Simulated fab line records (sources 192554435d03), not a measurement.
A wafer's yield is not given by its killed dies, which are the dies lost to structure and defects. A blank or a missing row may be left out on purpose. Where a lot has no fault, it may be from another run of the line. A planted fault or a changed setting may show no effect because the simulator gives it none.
Matching of chambers ; flow n5Finfet ; N5_BEOL_M4_ETCH_70 on rieDiel-04 has 4 sister chambers
The step etches SOC in N2/H2, target depth 80 nm, overetch 24 nm, time 130 s. 4 wafers are shown with their chamber, then 7 later ones without.

EACH WAFER AND ITS CHAMBER
wafer;chamber;showerheadPlenumPTorr (Torr)
L450.6;1;2.62
L457.4;3;2.53
L473.2;2;2.53
L473.3;0;2.61

WAFERS WITH NO CHAMBER GIVEN
wafer;showerheadPlenumPTorr (Torr)
L473.6;2.60
L470.1;2.53
L470.4;2.60
L470.6;2.51
L472.3;2.53
L472.4;2.51
L472.6;2.61

CHAMBER TAKEN BY EACH
wafer;from the rows above;in truth
L473.6;can't be placed: 0 or 1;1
L470.1;can't be placed: 2 or 3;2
L470.4;can't be placed: 0 or 1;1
L470.6;can't be placed: 2 or 3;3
L472.3;can't be placed: 2 or 3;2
L472.4;can't be placed: 2 or 3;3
L472.6;can't be placed: 0 or 1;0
Placed correctly: 0 of 7. Can't be placed from these rows: 7 (the true chamber is among the candidates in 7). Number placed wrongly: 0.
How it was worked out, from the rows above alone: a wafer's distance from a chamber is the root of the sum, over the readings, of the square of ((its reading less the chamber's mean) divided by the reading's scatter). The wafer belongs to the nearest chamber; if the next one is less than 2 further off, it can't be placed. A chamber's mean is the mean of its shown wafers. The scatter (one wafer shown for each chamber): square how far every hidden wafer sits from the nearest shown wafer, average those squares and take the square root.
